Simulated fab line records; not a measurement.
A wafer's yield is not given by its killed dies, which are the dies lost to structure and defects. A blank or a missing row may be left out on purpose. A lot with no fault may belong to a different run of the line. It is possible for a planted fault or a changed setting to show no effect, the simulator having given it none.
A single fault, viewed from 3 desks    flow n5_finfet    each desk has only its own numbers; what lay behind them comes last

## DESK OF THE TOOL OWNER: wet_bench-05
The tool's own readings at N5_HKMG_FIN_WET_ETCH_76 (etches Al2O3 in dNH4OH, stops on La2O3, target depth 2.25 nm, rinse time 30 s): means of the sampled wafers that have a number, for each lot that ran on this tool. The brackets show how far a lot's mean lies from the usual mean; more than 4 standard deviations puts the lot out of limits, marked OUT.
Columns: A = bath_heat_duty_pct at N5_HKMG_FIN_WET_ETCH_76, usual 6.3 %; B = rinse_temp_c at N5_HKMG_FIN_WET_ETCH_76, usual 22.99 C
lot   first seen here  A    B
L415  day 4 11:11      6.5  23.18
L417  day 5 00:02      5.9  22.97
L426  day 7 07:33      6.4  22.93
L433  day 8 23:58      6.2  23.11
This desk's verdict: no lot among the 4 shows anything out of limits.

## THE DEFECT DESK
Inspection counts along the route, by lot: the mean over sampled wafers that carry a number. The brackets show how far a lot's mean lies from the usual mean; more than 4 standard deviations puts the lot out of limits, marked OUT.
Columns: A = raw_defect_count at N5_HKMG_FIN_INSPECT_61, usual 2.1
lot   first seen here  A
L415  day 4 10:20      0.3
L417  day 4 23:11      2.0
L418  day 5 05:32      1.3
L419  day 5 11:59      3.0
L420  day 5 18:31      3.3
L426  day 7 06:35      1.3
L427  day 7 10:41      2.7
L433  day 8 23:07      0.7
L435  day 9 16:53      3.3
This desk's verdict: no lot among the 9 shows anything out of limits.

## THE METROLOGY DESK
Means of the sampled wafers that have a number, per lot and without regard to the tool the lot ran on: this is what the gauges read. The brackets show how far a lot's mean lies from the usual mean; more than 4 standard deviations puts the lot out of limits, marked OUT. Readings shown: 7 out of 15 (the first out of limits, and those lying furthest out on some lot).
Columns: A = IOFF_N at N5_BEOL_M4_RC_MEAS_101, usual 0.163 nA/um; B = IOFF_N_85C at N5_BEOL_M4_RC_MEAS_101, usual 3.2 nA/um; C = IOFF_N_LIN at N5_BEOL_M4_RC_MEAS_101, usual 0.075 nA/um; D = IOFF_N_LONG at N5_BEOL_M4_RC_MEAS_101, usual 5.66e-05 nA/um; E = VT_N at N5_BEOL_M4_RC_MEAS_101, usual 249.4 mV; F = VT_N_LONG at N5_BEOL_M4_RC_MEAS_101, usual 274.6 mV; G = VT_P_LVT at N5_BEOL_M4_RC_MEAS_101, usual -98.3 mV
lot   first seen here  A                         B                        C                         D                           E               F                G
L415  day 8 07:10      0.173                     3.5                      0.078                     5.56e-05                    247.3           273.2            -97.0
L417  day 9 00:22      0.149                     2.9                      0.069                     5.90e-05                    250.5           272.4            -95.2
L419  day 9 07:05      32.709 (+99 or more) OUT  268.8 (+99 or more) OUT  14.579 (+99 or more) OUT  1.03e-02 (+99 or more) OUT  98.7 (-60) OUT  124.8 (-71) OUT  -246.6 (-55) OUT
L418  day 9 09:47      41.317 (+99 or more) OUT  326.6 (+99 or more) OUT  18.084 (+99 or more) OUT  1.04e-02 (+99 or more) OUT  95.3 (-62) OUT  124.5 (-71) OUT  -250.0 (-56) OUT
L420  day 9 17:22      30.981 (+99 or more) OUT  256.3 (+99 or more) OUT  14.194 (+99 or more) OUT  1.00e-02 (+99 or more) OUT  99.4 (-60) OUT  123.7 (-72) OUT  -250.5 (-56) OUT
L426  day 11 15:20     0.168                     3.3                      0.078                     5.95e-05                    246.9           273.7            -94.9
L427  day 11 17:55     0.179                     3.4                      0.080                     5.79e-05                    247.9           273.9            -97.2
L433  day 12 22:25     0.186                     3.5                      0.081                     5.40e-05                    249.6           275.5            -98.1
L435  day 13 12:08     0.128                     2.6                      0.060                     5.44e-05                    251.0           275.9            -103.1
This desk's finding: out of limits on L418, L419, L420; first on L419, day 9 07:05 (IOFF_N at N5_BEOL_M4_RC_MEAS_101). Within limits: L415, L417, L426, L427, L433, L435.

## BROUGHT TOGETHER
Metrology desk: alarm possible at day 9 07:05 on L418, L419, L420.
The tool owner's desk saw nothing out of limits.
The defect desk saw nothing out of limits.
The tool owner's desk has no number on record for L418, L419, L420.
The defect desk has L418, L419, L420 on record, within its limits.
The lots listed all ran N5_HKMG_FIN_WET_ETCH_76 on wet_bench-05.

## WHAT THE SIMULATOR PUT IN
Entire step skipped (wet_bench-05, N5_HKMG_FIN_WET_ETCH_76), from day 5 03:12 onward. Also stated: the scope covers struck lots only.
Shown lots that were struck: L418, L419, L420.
Time in hours between the start of the fault and the first out-of-limits reading at each desk: metrology desk, 100.
